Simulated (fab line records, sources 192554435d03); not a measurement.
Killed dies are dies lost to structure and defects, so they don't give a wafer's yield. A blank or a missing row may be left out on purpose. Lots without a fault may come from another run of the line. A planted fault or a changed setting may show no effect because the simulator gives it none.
fab line records | flow n5_finfet
record lots=9 wafers=25 last_day=19
route steps=1938 shown BEOL_M4@1045
lots that met no fault: from a run of the same line without faults
start_h: hours from the record's first day to the start of the lot's first wafer shown | wait_h: hours since the lot's step before | " the same as in the row above | L1.1+2: a row that stands for several wafers | - no value, or no start given | * or withheld: withheld | < > ~ a bound
route shown NAME@n: a module of which the file shows steps, and the number in the route of the first | usual: mean/standard deviation of fault-free wafers | same: alike in all rows | chamber/n: place in a boat | sites: the reading at each site | _std_site: their standard deviation | _edge_site: outer sites' mean less inner sites' | radius_mm: how far each site lies from the wafer's centre | mask NAME#n: copy n | behind: the tool/chamber that last shaped the wafer | hold: why the lot was held/for how many hours/how that ended | device: the transistor (n, p or np) that didn't switch | end of line: the same wafers' tests at the end of the route | a step without rows: its recipe alone | killed: dies lost to structure and defects at the first sort, not the wafer's yield | map: a wafer's dies, x killed, . not, _ none there
set.NAME: the setting as run; set.NAME@STEP: as run at that earlier step | model.NAME: the simulator's own value behind a step, which no gauge read
steps of the route over a sample of lots; a table a step, a row a wafer
services: from which hour (start_h, from the record's first day; less than 0 if before it) a tool's chamber was out of use, for how many hours, and why
## steps
# step N5_BEOL_M4_STRIP_19
# recipe chemistry=O2 power_w=400 temp_c=40 pressure_mtorr=30 rf_frequency_hz=6e+07 bias_power_w=0 overash_fraction=0.2 o2_flow_sccm=225
# usual drypump_motor_current_A=5.9/0.46 oes_product_au=0.80/0.097 rf_vpp_V=3.6/0.51 showerhead_plenum_p_Torr=2.10/0.076 temp_c=40.01/0.11 throttle_valve_pct=16.7/0.37
# columns lot.wafer tool chamber start_h wait_h drypump_motor_current_A oes_product_au rf_hours_counter_h rf_vpp_V showerhead_plenum_p_Torr temp_c throttle_valve_pct
L355.1 rie_diel-04 0 188.28 0.1 6.0 0.76 134 3.5 2.12 40.03 17.1
L355.3 " 3 " " 5.2 0.69 239 3.9 1.98 40.04 16.6
L355.6 " 1 " " 6.4 0.97 - 3.0 2.15 40.18 16.3
L360.1 rie_diel-01 1 215.97 0.2 5.8 0.88 38 3.7 2.04 40.06 16.7
L360.4 " 3 " " 5.9 0.91 46 3.8 2.05 39.93 16.3
L360.6 " 3 " " 5.9 0.91 - 3.5 2.05 39.86 16.3
L361.1 rie_diel-03 0 222.28 0.2 5.7 0.67 243 3.5 1.99 40.21 16.8
L361.4 " 2 " " 5.3 0.74 140 3.6 2.02 39.90 16.4
L361.6 " 3 " " 6.4 0.69 - 3.6 2.16 40.04 16.8
L367.5 rie_diel-04 0 266.78 0.1 6.0 0.72 - 4.0 2.10 40.12 17.2
L367.6 " 1 " " 6.4 0.87 - 3.0 2.14 40.06 16.3
L370.3 rie_diel-04 3 281.61 0.1 5.2 0.91 11 3.7 2.24 40.08 16.2
L370.6 " 0 " " 6.0 0.72 - 3.0 2.10 40.02 17.2
L373.1 rie_diel-04 3 300.36 0.2 5.2 0.90 20 3.3 2.23 40.04 16.2
L373.2 " 1 " " 6.4 0.85 55 3.8 2.13 39.95 16.4
L373.6 " 0 " " 6.0 0.71 - 3.5 2.10 40.21 17.2
L374.1 rie_diel-04 3 305.76 0.1 5.2 0.91 22 5.2 2.23 39.98 16.2
L374.4 " 1 " " 6.4 0.85 57 3.4 2.13 40.00 16.4
L374.6 " 1 " " 6.4 0.83 - 4.0 2.13 40.08 16.4
L376.2 rie_diel-03 1 313.56 0.1 5.2 0.88 40 3.4 2.14 39.79 16.3
L376.5 " 2 " " 5.3 0.73 - 3.9 2.01 39.98 16.5
L376.6 " 0 " " 5.6 0.93 - 3.8 2.25 40.01 16.4
L377.2 rie_diel-01 2 318.68 0.1 6.5 0.71 199 3.9 2.01 39.94 17.2
L377.4 " 0 " " 6.4 0.68 244 3.6 2.14 39.97 17.0
L377.5 " 1 " " 5.8 0.83 - 3.7 2.03 39.92 16.7
# step N5_BEOL_M4_OVL_MEAS_29
# recipe points_per_wafer=522
# usual V3_OVL=0.2/0.73
# columns lot.wafer tool chamber start_h wait_h V3_OVL[nm]
L355.1 overlay-01 0 188.70 0.0 0.4
L355.3 " 0 " " 0.7
L355.6 " 0 " " 0.0
L360.1 overlay-01 0 216.42 0.0 -0.6
L360.4 " 0 " " 0.3
L360.6 " 0 " " -0.7
L361.1 overlay-02 0 222.83 0.0 0.0
L361.4 " 0 " " 1.2
L361.6 " 0 " " 1.2
L367.5 overlay-02 0 267.33 0.0 -1.3
L367.6 " 0 " " 0.1
L370.3 overlay-02 0 282.17 0.0 1.0
L370.6 " 0 " " 0.7
L373.1 overlay-01 0 300.78 0.0 0.7
L373.2 " 0 " " -0.4
L373.6 " 0 " " -0.5
L374.1 overlay-01 0 306.18 0.0 -1.3
L374.4 " 0 " " -1.3
L374.6 " 0 " " -0.2
L376.2 overlay-01 0 314.14 0.0 0.7
L376.5 " 0 " " 0.6
L376.6 " 0 " " 0.7
L377.2 overlay-01 0 319.11 0.0 1.6
L377.4 " 0 " " 1.0
L377.5 " 0 " " 0.9
# step N5_BEOL_M4_ETCH_77
# recipe chemistry=N2/H2 target=underlayer target_depth_a=65 mask_material=CAR-EUV time_s=5.2 ion_energy_ev=200 pressure_mtorr=30 source_w=840 bias_w=150 n2_flow_sccm=200 h2_flow_sccm=200 ends=cleared
# usual drypump_motor_current_A=5.9/0.48 etch_rf_on_time_s=5.25/0.098 oes_product_au=0.67/0.079 rf_vpp_V=523.6/2.9 showerhead_plenum_p_Torr=2.53/0.1 throttle_valve_pct=17.8/0.39
# columns lot.wafer tool chamber start_h wait_h drypump_motor_current_A etch_rf_on_time_s oes_product_au rf_hours_counter_h rf_vpp_V showerhead_plenum_p_Torr throttle_valve_pct
L355.1 rie_diel-04 1 188.83 0.0 6.4 5.32 0.80 3 525.8 2.61 17.5
L355.3 " 3 " " 5.2 5.31 0.59 239 521.4 2.39 17.7
L355.6 " 2 " " 5.6 5.24 0.62 - 520.3 2.42 18.1
L360.1 rie_diel-04 0 216.91 0.0 6.0 5.35 0.63 146 525.3 2.54 18.3
L360.4 " 3 " " 5.2 5.35 0.58 250 519.0 2.39 17.7
L360.6 " 1 " " 6.4 5.36 0.76 - 526.2 2.61 17.6
L361.1 rie_diel-03 2 222.95 0.0 5.3 5.25 0.64 141 522.2 2.44 17.6
L361.4 " 0 " " 5.7 5.38 0.57 243 520.0 2.42 18.0
L361.6 " 0 " " 5.7 5.36 0.57 - 518.1 2.42 18.0
L367.5 rie_diel-03 0 267.44 0.0 5.7 3.39 1.08 - 531.4 2.74 17.7
L367.6 " 1 " " 5.2 3.45 0.99 - 521.9 2.60 17.5
L370.3 rie_diel-03 0 282.28 0.0 5.7 5.20 0.82 8 528.7 2.73 17.6
L370.6 " 2 " " 5.3 3.38 0.82 - 520.6 2.43 17.7
L373.1 rie_diel-04 0 300.90 0.0 6.0 5.32 0.60 184 520.8 2.53 18.4
L373.2 " 3 " " 5.2 5.30 0.76 20 529.5 2.70 17.3
L373.6 " 0 " " 6.0 5.33 0.61 - 522.7 2.53 18.4
L374.1 rie_diel-04 2 306.31 0.0 5.6 5.23 0.58 235 518.2 2.40 18.2
L374.4 " 0 " " 6.0 5.30 0.61 186 523.0 2.53 18.4
L374.6 " 0 " " 6.0 5.28 0.60 - 523.7 2.53 18.4
L376.2 rie_diel-04 3 314.53 0.0 5.2 5.19 0.75 25 529.2 2.70 17.3
L376.5 " 1 " " 6.4 5.33 0.71 - 526.4 2.59 17.6
L376.6 " 0 " " 6.0 5.34 0.59 - 522.6 2.53 18.4
L377.2 rie_diel-04 2 319.23 0.0 5.6 5.31 0.57 239 520.4 2.40 18.2
L377.4 " 3 " " 5.1 5.27 0.76 27 527.8 2.70 17.3
L377.5 " 0 " " 6.0 5.35 0.60 - 522.1 2.53 18.4
# step N5_BEOL_M4_STRIP_36
# recipe chemistry=N2/H2 power_w=450 temp_c=40 pressure_mtorr=20 rf_frequency_hz=6e+07 overash_fraction=0.3 bias_power_w=7 h2_frac=0.5 n2_flow_sccm=200 h2_flow_sccm=200
# usual drypump_motor_current_A=5.9/0.48 oes_product_au=0.80/0.098 rf_vpp_V=59.3/1.4 showerhead_plenum_p_Torr=2.53/0.1 temp_c=40.01/0.1 throttle_valve_pct=23.6/0.43
# columns lot.wafer tool chamber start_h wait_h drypump_motor_current_A oes_product_au rf_hours_counter_h rf_vpp_V showerhead_plenum_p_Torr temp_c throttle_valve_pct
L355.1 rie_diel-01 0 205.35 0.0 6.4 0.70 200 58.0 2.61 40.09 23.9
L355.3 " 3 " " 5.9 0.93 - 58.9 2.46 39.88 22.9
L355.6 " 0 " " 6.4 0.70 - 61.2 2.61 39.92 23.8
L360.1 rie_diel-01 3 243.72 0.0 5.9 0.90 57 59.8 2.45 40.13 22.9
L360.4 " 3 " " 6.0 0.89 - 61.4 2.45 39.99 23.0
L360.6 " 2 " " 6.6 0.74 - 58.1 2.42 40.01 24.3
L361.1 rie_diel-04 1 256.14 0.0 6.4 0.88 35 59.2 2.60 40.06 23.4
L361.4 " 3 " " 5.2 0.97 2 61.5 2.70 40.14 23.0
L361.6 " 1 " " 6.4 0.87 - 61.0 2.60 40.03 23.5
L367.5 rie_diel-01 1 303.35 0.0 5.8 0.83 - 62.4 2.47 39.89 23.6
L367.6 " 2 " " 6.6 0.73 - 56.1 2.42 40.11 24.3
L370.3 rie_diel-03 2 308.83 0.0 5.3 0.73 173 59.7 2.42 40.14 23.3
L370.6 " 1 " " 5.3 0.88 - 59.2 2.59 39.83 23.3
L373.1 rie_diel-01 0 323.24 0.0 6.4 0.67 245 60.2 2.59 40.13 23.9
L373.2 " 1 " " 5.7 0.83 74 59.0 2.46 39.94 23.6
L373.6 " 2 " " 6.6 0.72 - 58.1 2.41 39.97 24.3
L374.1 rie_diel-01 0 331.14 0.0 6.4 0.68 249 60.0 2.59 40.10 23.9
L374.4 " 2 " " 6.5 0.71 204 59.6 2.41 40.08 24.3
L374.6 " 1 " " 5.8 0.82 - 56.9 2.46 39.99 23.6
L376.2 rie_diel-04 0 339.59 0.0 6.0 0.69 200 61.0 2.52 39.96 24.3
L376.5 " 1 " " 6.4 0.82 - 60.8 2.58 40.16 23.5
L376.6 " 0 " " 6.0 0.68 - 57.0 2.52 40.16 24.3
L377.2 rie_diel-03 1 342.92 0.0 5.2 0.86 50 58.7 2.59 39.91 23.3
L377.4 " 0 " " 5.6 0.92 26 61.9 2.72 40.01 23.6
L377.5 " 2 " " 5.3 0.71 - 59.8 2.42 40.09 23.3
# step N5_BEOL_M4_RC_MEAS_101
# usual DIBL_N=35.8/1.7 DIBL_P=35.3/2 IOFF_N=0.150/0.026 IOFF_P=0.194/0.029 ION_N=667/11 ION_P=456/7.1 SS_N=71.4/0.65 SS_P=73.1/0.64 VT_N=251/3 VT_P=-252/3.2
# columns lot.wafer tool chamber start_h wait_h DIBL_N[mV/V] DIBL_P[mV/V] IOFF_N[nA/um] IOFF_P[nA/um] ION_N[uA/um] ION_P[uA/um] SS_N[mV/dec] SS_P[mV/dec] VT_N[mV] VT_P[mV]
L355.1 prober-01 0 209.88 0.0 36.5 36.8 0.156 0.193 678 461 72.2 73.0 253 -252
L355.3 " 0 " " 32.5 32.0 0.103 0.136 649 447 70.9 71.8 258 -258
L355.6 " 0 " " 35.6 36.5 0.150 0.190 675 466 71.2 74.1 250 -254
L360.1 prober-02 0 248.07 0.0 33.9 32.9 0.125 0.150 669 448 71.4 72.4 255 -255
L360.4 " 0 " " 31.8 31.0 0.097 0.135 644 443 69.8 72.2 256 -257
L360.6 " 0 " " 34.2 33.7 0.125 0.157 662 453 71.0 72.5 253 -254
L361.1 prober-02 0 260.43 0.0 34.8 34.4 0.118 0.165 659 450 70.4 72.9 254 -255
L361.4 " 0 " " 35.6 35.2 0.126 0.167 649 448 71.1 72.2 254 -256
L361.6 " 0 " " 34.6 33.4 0.110 0.152 638 445 70.9 72.4 257 -259
L367.5 prober-02 0 308.33 1.0 35.7 35.7 0.151 0.210 677 458 72.2 73.4 249 -251
L367.6 " 0 " " 35.0 32.6 0.134 0.162 659 449 71.6 72.8 253 -255
L370.3 prober-02 0 314.02 0.3 37.0 36.5 0.162 0.206 678 464 71.6 73.9 249 -249
L370.6 " 0 " " 35.2 35.8 0.137 0.201 659 459 71.2 73.3 250 -250
L373.1 prober-02 0 327.20 0.0 36.4 34.8 0.156 0.168 648 436 72.4 73.4 254 -253
L373.2 " 0 " " 35.6 34.5 0.137 0.160 665 450 71.5 73.4 251 -254
L373.6 " 0 " " 38.0 37.2 0.190 0.194 679 455 72.3 74.3 248 -253
L374.1 prober-01 0 335.82 0.0 36.1 35.1 0.165 0.231 666 467 71.9 72.7 245 -246
L374.4 " 0 " " 38.2 36.6 0.209 0.262 691 470 71.8 73.3 243 -244
L374.6 " 0 " " 34.3 31.9 0.121 0.186 652 458 70.9 72.6 251 -251
L376.2 prober-01 0 344.32 0.2 34.3 34.8 0.117 0.170 668 463 70.9 73.4 255 -253
L376.5 " 0 " " 36.6 37.6 0.153 0.217 666 458 71.9 73.2 253 -251
L376.6 " 0 " " 34.5 35.9 0.129 0.184 674 463 71.3 73.1 252 -253
L377.2 prober-02 0 347.74 0.2 37.6 35.2 0.177 0.217 680 463 71.3 73.9 248 -248
L377.4 " 0 " " 36.5 35.3 0.159 0.212 669 461 70.4 72.7 250 -250
L377.5 " 0 " " 36.8 36.0 0.167 0.225 679 464 71.2 73.7 250 -252
## services
# columns tool chamber start_h hours kind
rie_diel-04 3 166.89 6.3 repair
rie_diel-03 1 182.04 - clean
rie_diel-03 1 182.04 - consumable_replace:focus_ring
rie_diel-03 1 182.04 21.0 scheduled_down
rie_diel-03 1 182.04 21.0 vent_cycle
rie_diel-01 2 196.01 16.2 repair
rie_diel-04 3 217.41 - clean
rie_diel-04 3 217.41 - consumable_replace:focus_ring
rie_diel-04 3 217.41 - consumable_replace:showerhead
rie_diel-04 3 217.41 30.8 scheduled_down
rie_diel-04 3 217.41 30.8 vent_cycle
rie_diel-01 0 236.26 2.0 repair
rie_diel-03 0 237.96 - clean
rie_diel-03 0 237.96 - consumable_replace:focus_ring
rie_diel-03 0 237.96 - consumable_replace:showerhead
rie_diel-03 0 237.96 22.2 scheduled_down
rie_diel-03 0 237.96 22.2 vent_cycle
rie_diel-01 1 242.72 9.3 repair
rie_diel-03 1 252.93 10.3 repair
rie_diel-04 2 296.24 7.2 repair
rie_diel-01 0 335.79 - clean
rie_diel-01 0 335.79 - consumable_replace:focus_ring
rie_diel-01 0 335.79 19.3 scheduled_down
rie_diel-01 0 335.79 19.3 vent_cycle
## key
first_sign step=N5_BEOL_M4_ETCH_77 reading=etch_rf_on_time_s direction=down sigmas=19 usual=* struck=*
effect step=N5_BEOL_M4_ETCH_77 reading=oes_product_au direction=up sigmas=3.6 usual=0.67 struck=0.96
met_at N5_BEOL_M4_ETCH_77
struck_lots L367,L370
struck_wafers L367.5,L367.6,L370.6
not_acting_at N5_BEOL_M4_STRIP_19,N5_BEOL_M4_OVL_MEAS_29,N5_BEOL_M4_STRIP_36
onset_between 222.95 267.44
fault kind=process_parameter_drift tool=rie_diel-03 chamber=- onset_h=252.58 steps=N5_BEOL_M4_ETCH_77 channel=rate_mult offset=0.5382 shape=step end_h=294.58 scope=struck_wafers_only
